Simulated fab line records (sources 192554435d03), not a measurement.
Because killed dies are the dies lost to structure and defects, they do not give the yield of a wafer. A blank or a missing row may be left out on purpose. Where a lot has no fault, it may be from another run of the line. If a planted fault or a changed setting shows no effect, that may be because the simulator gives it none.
Matching of chambers :: flow n5_finfet :: wet_bench-04 running N5_BEOL_M10_PRECLEAN_42: 7 sister chambers
The step cleans in residue remover, time 60 s. 14 wafers are shown with their chamber, then 5 later ones without.

## WAFERS, EACH WITH ITS CHAMBER
wafer: L417.3
chamber: 3
bath_heat_duty_pct (%): 5.3

wafer: L417.5
chamber: 0
bath_heat_duty_pct (%): 4.6

wafer: L417.6
chamber: 1
bath_heat_duty_pct (%): 5.9

wafer: L421.1
chamber: 4
bath_heat_duty_pct (%): 4.4

wafer: L421.3
chamber: 2
bath_heat_duty_pct (%): 3.6

wafer: L421.6
chamber: 5
bath_heat_duty_pct (%): 4.6

wafer: L423.1
chamber: 1
bath_heat_duty_pct (%): 4.4

wafer: L423.2
chamber: 3
bath_heat_duty_pct (%): 5.0

wafer: L423.6
chamber: 2
bath_heat_duty_pct (%): 4.4

wafer: L425.1
chamber: 1
bath_heat_duty_pct (%): 5.6

wafer: L425.3
chamber: 7
bath_heat_duty_pct (%): 4.4

wafer: L425.6
chamber: 4
bath_heat_duty_pct (%): 5.2

wafer: L424.1
chamber: 4
bath_heat_duty_pct (%): 4.9

wafer: L424.4
chamber: 1
bath_heat_duty_pct (%): 5.5

SIGNATURES (averages over the wafers above)
reading: bath_heat_duty_pct
chamber 0: 4.600
chamber 1: 5.350
chamber 2: 4.000
chamber 3: 5.150
chamber 4: 4.833
chamber 5: 4.600
chamber 7: 4.400
scatter within a chamber: 0.532
Rule: for each reading, subtract the chamber's mean from the wafer's reading, divide by that reading's scatter and square the result; add these up over the readings and take the root, which gives the wafer's distance from the chamber. The wafer belongs to the nearest chamber; if the next one is less than 2 further off, it can't be placed. The scatter is the square root of a quotient: the sum, over the shown wafers, of each reading's squared deviation from its chamber's mean, divided by wafers minus chambers.

## WAFERS WHOSE CHAMBER IS MISSING
wafer: L424.5
bath_heat_duty_pct (%): 4.0

wafer: L427.3
bath_heat_duty_pct (%): 4.9

wafer: L427.5
bath_heat_duty_pct (%): 4.4

wafer: L431.1
bath_heat_duty_pct (%): 3.9

wafer: L431.2
bath_heat_duty_pct (%): 5.3

## WHICH CHAMBER EACH WENT THROUGH
wafer: L424.5
from the rows above: can't be placed: 2 or 7 or 0 or 5 or 4
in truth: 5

wafer: L427.3
from the rows above: can't be placed: 4 or 3 or 0 or 5 or 1 or 7 or 2
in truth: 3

wafer: L427.5
from the rows above: can't be placed: 7 or 0 or 5 or 2 or 4 or 3 or 1
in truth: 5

wafer: L431.1
from the rows above: can't be placed: 2 or 7 or 0 or 5 or 4
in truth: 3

wafer: L431.2
from the rows above: can't be placed: 1 or 3 or 4 or 0 or 5 or 7
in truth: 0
Correct placement for 0 of the 5. Not placeable from these rows: 5 (in 4, the candidates include the true chamber). Placed wrongly: 0.
